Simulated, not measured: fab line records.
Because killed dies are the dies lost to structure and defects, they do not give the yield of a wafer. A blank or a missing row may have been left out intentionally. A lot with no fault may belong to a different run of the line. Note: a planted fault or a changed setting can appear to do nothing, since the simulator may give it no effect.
Code-filled problem report in 8D (eight disciplines) form ; flow nand_harc ; the parts of the form that need people (team, actions taken, sign-off) are left out

1. WHAT IS WRONG
Mean of killed_at_array at NHARC_END_SORT_01: 671 across 6 wafers in 2 lots; on wafers with no fault it is 56 (standard deviation 20). Measured from the usual mean, that is +31 standard deviations.
The first sign was on wafer L836.2 at day 31 18:04, on prober-01. At this step, 11 wafers from 4 lots have a number in the record. Rule for "out" (also "out of limits"): further than 4 standard deviations from the usual mean. All remaining wafers that have a number are taken as sound.

2. WHAT IT IS, AND WHAT IT ISN'T
question;is;is not
which readings at this step;killed_at_array, killed_dies;killed_at_other, killed_at_periphery, killed_open, killed_short
which lots;L836, L838;L830, L835
which wafers of those lots;all that have a number;-
read on which gauges;prober-01;-
when;from day 31 18:04;up to then (5 sound wafers)

3. SUSPECTS, AND WHAT RULES EACH OUT
Counting: a tool stays on the suspect list if, at a process step up to the reading, it processed all lots that are out and no sound lot following the first of them.
- the gauge at NHARC_END_SORT_01: kept. All the wafers that are out were read on prober-01, and no step on other tools shows them out.
- acl_dep-01 at NHARC_A_CONTACT_DEP_57 (deposits aC, target thk 5300 nm): kept. It ran every lot that is out, first L836 (day 29 03:54), and no sound lot after that.
Remaining after the count are acl_dep-01 at NHARC_A_CONTACT_DEP_57 and prober-01 at NHARC_END_SORT_01.

4. THE CAUSE (what the simulator had put in)
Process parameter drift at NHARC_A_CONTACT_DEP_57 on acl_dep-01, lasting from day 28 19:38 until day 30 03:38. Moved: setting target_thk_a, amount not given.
Of the 2 suspects that counting leaves, this tool is one.

5. THE CHAIN OF EFFECTS, in route order
Each row: a reading where the mean over the struck wafers with a number is more than 3 standard deviations away from the usual. Only readings for which the record gives a usual standard deviation are gone through. hours: the time from each lot's start at the first step in this table that gives one to its start at this step, as a median over the lots. sigmas: the change in usual standard deviations.
hours;step;reading;usual;on struck wafers;change;sigmas
0;NHARC_END_SORT_01;killed_at_array;56;671;+615;+31
0;NHARC_END_SORT_01;killed_dies;61;674;+612;+29

6. WHAT WOULD HAVE CAUGHT IT SOONER
In this record the first reading out of limits at a measuring or inspecting step was taken at day 31 18:04, 70 hours after the fault began at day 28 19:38.
Tool readings at NHARC_A_CONTACT_DEP_57 with a usual standard deviation given in the record: none out on any struck wafer, hence no alarm at a limit of 4 standard deviations on them.
All the lots that are out (2) had begun NHARC_A_CONTACT_DEP_57 on acl_dep-01 by day 31 18:04. Tool hold at that time: it would have spared none of them.
